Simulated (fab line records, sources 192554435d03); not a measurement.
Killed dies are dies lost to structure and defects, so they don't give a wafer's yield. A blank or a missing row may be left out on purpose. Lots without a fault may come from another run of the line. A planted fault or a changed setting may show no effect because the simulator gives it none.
Split-lot experiment | flow n5_finfet | 7 lots, 21 wafers read, on a route of 1938 steps

THE SPLIT
At N5_FIN_SAQP_EXPOSE_13 (exposes mask FIN CORE, target cd 35.6 nm), the setting dose_mj was moved away from the recipe's 63.25 on 6 of the 21 wafers read, by -7.2% to +7.2%. The other wafers ran this setting at the recipe's value.

FROM THE SPLIT TO THE READING: what the file shows between them, 2 steps
- N5_FIN_SAQP_PEB_14: peb time 60 s
- N5_FIN_SAQP_DEVELOP_15: develop time 30 s

THE READING
cd_nm, in nm, at N5_FIN_SAQP_CD_MEAS_16 (target cd 35.6 nm). Fault-free wafers of this fab line usually give 35.5 nm, standard deviation 0.34 nm.

wafer  | tool, chamber at the split | dose_mj as run | against the recipe | cd_nm, nm | against lot-mates on the recipe
L075.4 | arfi_scanner-03, 0         | 63.25          | recipe             | 35.4      | -
L075.5 | arfi_scanner-03, 0         | 63.25          | recipe             | 35.2      | -
L075.6 | arfi_scanner-03, 0         | 59.22          | -6.4%              | 37.2      | +1.9
L076.2 | arfi_scanner-02, 0         | 63.25          | recipe             | 35.5      | -
L076.3 | arfi_scanner-02, 0         | 63.25          | recipe             | 35.7      | -
L076.5 | arfi_scanner-02, 0         | 60.4           | -4.5%              | 36.9      | +1.3
L077.2 | arfi_scanner-01, 0         | 63.25          | recipe             | 36.1      | -
L077.3 | arfi_scanner-01, 0         | 63.25          | recipe             | 35.0      | -
L077.6 | arfi_scanner-01, 0         | 63.25          | recipe             | 35.5      | -
L080.2 | arfi_scanner-01, 0         | 63.25          | recipe             | 35.4      | -
L080.3 | arfi_scanner-01, 0         | 65.15          | +3.0%              | 34.8      | -0.6
L080.5 | arfi_scanner-01, 0         | 65.15          | +3.0%              | 34.8      | -0.6
L087.1 | arfi_scanner-01, 0         | 63.25          | recipe             | 35.7      | -
L087.3 | arfi_scanner-01, 0         | 63.25          | recipe             | 35.3      | -
L087.4 | arfi_scanner-01, 0         | 58.69          | -7.2%              | 37.4      | +1.9
L092.4 | arfi_scanner-03, 0         | 63.25          | recipe             | 35.4      | -
L092.5 | arfi_scanner-03, 0         | 67.82          | +7.2%              | 33.2      | -2.0
L092.6 | arfi_scanner-03, 0         | 63.25          | recipe             | 35.0      | -
L097.1 | arfi_scanner-03, 0         | 63.25          | recipe             | 35.4      | -
L097.4 | arfi_scanner-03, 0         | 63.25          | recipe             | 34.7      | -
L097.6 | arfi_scanner-03, 0         | 63.25          | recipe             | 35.6      | -

THE FIT
A straight line over all 21 wafers: cd_nm changes by -0.284 nm for each +1% of dose_mj; r = -0.94; the points scatter about the line by 0.31 nm.
The same after taking each lot's own level away (the mean of its wafers on the recipe; 21 wafers): -0.271 nm for each +1%; r = -0.95; scatter 0.27 nm.
On that fit, the largest move of dose_mj shifts the reading by 2 nm.
The lots' own levels span 35.20 to 35.60 nm, that is 1.2 times the standard deviation above.
So the lot-to-lot level changes the slope little: the two slopes agree.
Check: with one of the wafers moved furthest among these (+7.2%) left out of the fit, the line predicts -1.89 nm for it against its lot-mates. It came out at -2 nm against them.

OTHER SPLITS ON THESE WAFERS
These wafers also went through other splits before the reading. Each is held against what the fit with the lots' levels taken away leaves over:
other split on the same wafers | wafers away from the commonest value | r with cd_nm (lot level and that fit taken away)
N5_ZERO_LAYER_PECVD_02 time_s  | 4                                    | +0.29
N5_ZERO_LAYER_COAT_05 spin_rpm | 10                                   | -0.03
N5_ZERO_LAYER_ETCH_18 bias_w   | 10                                   | +0.10
N5_WELL_APT_COAT_02 spin_rpm   | 5                                    | +0.21

THE FILE'S OWN FIT
cd_nm changes by -0.277 nm for each +1% of dose_mj, r = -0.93.
